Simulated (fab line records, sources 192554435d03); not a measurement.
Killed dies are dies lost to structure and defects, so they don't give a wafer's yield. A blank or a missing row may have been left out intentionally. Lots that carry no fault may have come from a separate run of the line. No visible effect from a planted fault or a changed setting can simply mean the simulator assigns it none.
A lot that was struck, set against a sound lot    flow n5_finfet    37 out of 1938 route steps
Sound: these wafers, L722.2, L722.5, L722.6. Struck: wafer L737.2. (L737.3, L737.5 of the same lot were not struck and are left out.) The cause comes at the end.
Order at every step that has rows: each side's tool, ch and its chambers, its first start. Under that, the readings that differ: sound wafers    struck wafers    difference of the means    sigmas: that difference in standard deviations of wafers without a fault.
alike: words and numbers the same on both sides, and readings whose means are apart by under 2 such deviations; not compared: readings that were withheld, readings missing a value for some wafer, numbers with overlapping values and no deviation given by the record, and bounds like >300 which may hide the same value.
A row with sigmas, a row that says differs or no value, or rows on one side alone: a step with any of these is where the two part. Numbers that have no deviation but don't overlap get no sigmas and don't part them. Lack of a reading on every wafer of one side parts them only where that side has two or more wafers.

first, 12 steps without rows for these wafers: N5_GATE_CUT_STRIP_38 (strips in N2/H2); N5_GATE_CUT_STRIP_39 (strips in N2/H2); N5_GATE_CUT_HM_OPEN_40 (chemistry C4F6/O2, target SiO2, target depth 139 nm, time 85.1 s); N5_GATE_CUT_STRIP_41 (strips in CF4); N5_GATE_CUT_STRIP_42 (strips in O2); N5_GATE_CUT_ETCH_19 (etches SiNx in CH3F/O2, target depth 53.7 nm, time 76.7 s); N5_GATE_CUT_CUT_ETCH_53 (etches W in SF6/Cl2, target depth 79.2 nm); N5_GATE_CUT_CUT_ETCH_54 (etches TiN in Cl2/BCl3, target depth 96.7 nm); N5_GATE_CUT_CUT_ETCH_55 (etches HfO2 in BCl3, target depth 3.2 nm); N5_GATE_CUT_ETCH_47 (etches SiO2 in Cl2/BCl3, target depth 10 nm); N5_GATE_CUT_VAPOR_ETCH_48 (etches TiN in BCl3/Cl2); N5_GATE_CUT_VAPOR_ETCH_49 (etches TiAlC in BCl3/Cl2).
N5_GATE_CUT_VAPOR_ETCH_51: etches HfO2 in BCl3/Cl2.
  sound on rie_metal-02 ch 0, day 5 21:49; struck on rie_metal-01 ch 0, day 9 13:36
reading                       sound           struck  difference  sigmas
he_backside_leak_sccm (sccm)  3.25 3.26 5.44  3.13    -0.85       -3
  alike: drypump_motor_current_A, oes_product_au
then, 23 steps without rows for these wafers: N5_GATE_CUT_STRIP_21 (strips in N2/H2, time 30 s); N5_GATE_CUT_STRIP_29 (strips in post etch residue remover, time 60 s); N5_GATE_CUT_SRD_52 (time 30 s); N5_GATE_CUT_ALD_22 (deposits SiNx, target thk 16 nm, pulse time 1 s, ald cycles 320); N5_GATE_CUT_CMP_23 (polishes, stops on SiO2, t overpolish 23.4 s, target thk 16 nm); N5_GATE_CUT_CMP_43 (polishes SiO2); N5_GATE_CUT_CMP_61 (polishes, stops on SiNx, t overpolish 3 s); N5_MOL_CONTACT_COAG_COAT_103 (time 60 s, resist thk 80 nm); N5_MOL_CONTACT_COAG_COAT_104 (time 60 s, resist thk 12 nm); N5_MOL_CONTACT_COAG_COAT_58 (time 60 s, resist thk 10 nm); N5_MOL_CONTACT_COAG_COAT_02 (resist thk 30 nm); N5_MOL_CONTACT_COAG_EBR_04; N5_MOL_CONTACT_COAG_SOFTBAKE_03 (time 60 s); N5_MOL_CONTACT_COAG_EXPOSE_05 (exposes mask CA, defocus 0 nm); N5_MOL_CONTACT_COAG_PEB_06 (peb time 60 s); N5_MOL_CONTACT_COAG_DEVELOP_07 (develop time 30 s); N5_MOL_CONTACT_COAG_DESCUM_13 (chemistry O2, time 7 s); N5_MOL_CONTACT_COAG_ETCH_59 (etches underlayer in N2/H2, target depth 13 nm, time 10.4 s); N5_MOL_CONTACT_COAG_ETCH_105 (etches SiARC in CF4, target depth 15.6 nm, time 26 s); N5_MOL_CONTACT_COAG_ETCH_106 (etches SOC in N2/H2, target depth 80 nm, overetch 16 nm, time 120 s); N5_MOL_CONTACT_COAG_STRIP_107 (strips in N2/H2); N5_MOL_CONTACT_COAG_STRIP_108 (strips in N2/H2); N5_MOL_CONTACT_COAG_CONTACT_ETCH_14 (etches SiO2 in C4F6/O2, target depth 27.5 nm, overetch 8.5 nm, time 20 s).
-- here the record skips 8 days between the struck wafers' starts before and after, leaving off in module MOL_CONTACT_COAG and picking up in module PASSIVATION (first step shown: number 1936 of the route) --
N5_PASSIVATION_PROBE_49:
  record: rows for the struck wafers here (prober-01, day 17 05:49), none for the sound ones

WHERE THEY PART
At N5_GATE_CUT_VAPOR_ETCH_51 first; at N5_PASSIVATION_PROBE_49 last (within this record only).

WHY: whatever the simulator had introduced
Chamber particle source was rie_metal-01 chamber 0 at N5_GATE_CUT_VAPOR_ETCH_51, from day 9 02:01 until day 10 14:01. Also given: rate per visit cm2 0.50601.
